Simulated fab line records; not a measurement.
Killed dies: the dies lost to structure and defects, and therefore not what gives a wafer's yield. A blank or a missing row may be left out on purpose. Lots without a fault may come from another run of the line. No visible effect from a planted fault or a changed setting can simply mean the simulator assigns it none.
Chamber matching / flow nand-harc / NHARC_P_GATE_DESCUM_48 on rie-diel-12: 4 sister chambers
The step chemistry O2, time 3 s. 16 wafers are shown with their chamber, then 8 later ones without.

WAFERS, EACH WITH ITS CHAMBER
wafer=L076.1; chamber=0; showerhead-plenum-p-Torr (Torr)=1.81; drypump-motor-current-A (A)=5.9; oes-product-au (a.u.)=1.008
wafer=L076.2; chamber=2; showerhead-plenum-p-Torr (Torr)=1.93; drypump-motor-current-A (A)=5.6; oes-product-au (a.u.)=0.976
wafer=L076.3; chamber=1; showerhead-plenum-p-Torr (Torr)=1.82; drypump-motor-current-A (A)=6.2; oes-product-au (a.u.)=0.980
wafer=L077.2; chamber=1; showerhead-plenum-p-Torr (Torr)=1.82; drypump-motor-current-A (A)=6.2; oes-product-au (a.u.)=0.991
wafer=L077.3; chamber=0; showerhead-plenum-p-Torr (Torr)=1.81; drypump-motor-current-A (A)=5.9; oes-product-au (a.u.)=1.017
wafer=L077.6; chamber=0; showerhead-plenum-p-Torr (Torr)=1.81; drypump-motor-current-A (A)=6.0; oes-product-au (a.u.)=1.026
wafer=L083.1; chamber=0; showerhead-plenum-p-Torr (Torr)=1.81; drypump-motor-current-A (A)=6.0; oes-product-au (a.u.)=1.009
wafer=L083.5; chamber=0; showerhead-plenum-p-Torr (Torr)=1.81; drypump-motor-current-A (A)=6.0; oes-product-au (a.u.)=1.006
wafer=L083.6; chamber=3; showerhead-plenum-p-Torr (Torr)=1.78; drypump-motor-current-A (A)=5.8; oes-product-au (a.u.)=0.997
wafer=L085.1; chamber=1; showerhead-plenum-p-Torr (Torr)=1.81; drypump-motor-current-A (A)=6.2; oes-product-au (a.u.)=0.979
wafer=L085.3; chamber=0; showerhead-plenum-p-Torr (Torr)=1.81; drypump-motor-current-A (A)=6.0; oes-product-au (a.u.)=0.996
wafer=L085.5; chamber=2; showerhead-plenum-p-Torr (Torr)=1.93; drypump-motor-current-A (A)=5.6; oes-product-au (a.u.)=0.973
wafer=L087.1; chamber=3; showerhead-plenum-p-Torr (Torr)=1.78; drypump-motor-current-A (A)=5.8; oes-product-au (a.u.)=0.989
wafer=L087.2; chamber=1; showerhead-plenum-p-Torr (Torr)=1.81; drypump-motor-current-A (A)=6.2; oes-product-au (a.u.)=0.983
wafer=L087.3; chamber=0; showerhead-plenum-p-Torr (Torr)=1.81; drypump-motor-current-A (A)=6.0; oes-product-au (a.u.)=1.007
wafer=L090.1; chamber=3; showerhead-plenum-p-Torr (Torr)=1.78; drypump-motor-current-A (A)=5.8; oes-product-au (a.u.)=1.002

SIGNATURES (averages over the wafers above)
reading=showerhead-plenum-p-Torr; chamber 0=1.8100; chamber 1=1.8150; chamber 2=1.9300; chamber 3=1.7800; scatter within a chamber=0.00289
reading=drypump-motor-current-A; chamber 0=5.971; chamber 1=6.200; chamber 2=5.600; chamber 3=5.800; scatter within a chamber=0.0345
reading=oes-product-au; chamber 0=1.00986; chamber 1=0.98325; chamber 2=0.97450; chamber 3=0.99600; scatter within a chamber=0.00769
Rule: a wafer lies at a distance from a chamber equal to the root of the sum of squares, over the readings, of (its reading less the chamber's mean, divided by the reading's scatter). If the next closest chamber is less than 2 further off than the closest, the wafer can't be placed; otherwise it belongs to the closest. The scatter is the square root of a quotient: the sum, over the shown wafers, of each reading's squared deviation from its chamber's mean, divided by wafers minus chambers.

WAFERS WITHOUT THEIR CHAMBER
wafer=L090.2; showerhead-plenum-p-Torr (Torr)=1.81; drypump-motor-current-A (A)=6.2; oes-product-au (a.u.)=0.982
wafer=L090.3; showerhead-plenum-p-Torr (Torr)=1.93; drypump-motor-current-A (A)=5.6; oes-product-au (a.u.)=0.989
wafer=L092.1; showerhead-plenum-p-Torr (Torr)=1.81; drypump-motor-current-A (A)=6.2; oes-product-au (a.u.)=0.990
wafer=L092.2; showerhead-plenum-p-Torr (Torr)=1.93; drypump-motor-current-A (A)=5.6; oes-product-au (a.u.)=0.996
wafer=L092.5; showerhead-plenum-p-Torr (Torr)=1.81; drypump-motor-current-A (A)=6.2; oes-product-au (a.u.)=0.983
wafer=L094.1; showerhead-plenum-p-Torr (Torr)=1.81; drypump-motor-current-A (A)=6.0; oes-product-au (a.u.)=1.009
wafer=L094.3; showerhead-plenum-p-Torr (Torr)=1.81; drypump-motor-current-A (A)=6.2; oes-product-au (a.u.)=0.982
wafer=L094.4; showerhead-plenum-p-Torr (Torr)=1.78; drypump-motor-current-A (A)=5.8; oes-product-au (a.u.)=0.993

THE CHAMBER EACH PASSED THROUGH
wafer=L090.2; from the rows above=1; in truth=1
wafer=L090.3; from the rows above=2; in truth=2
wafer=L092.1; from the rows above=1; in truth=1
wafer=L092.2; from the rows above=2; in truth=2
wafer=L092.5; from the rows above=1; in truth=1
wafer=L094.1; from the rows above=0; in truth=0
wafer=L094.3; from the rows above=1; in truth=1
wafer=L094.4; from the rows above=3; in truth=3
8 of 8 placed correctly. Not placeable from these rows: 0. 0 placed wrongly.
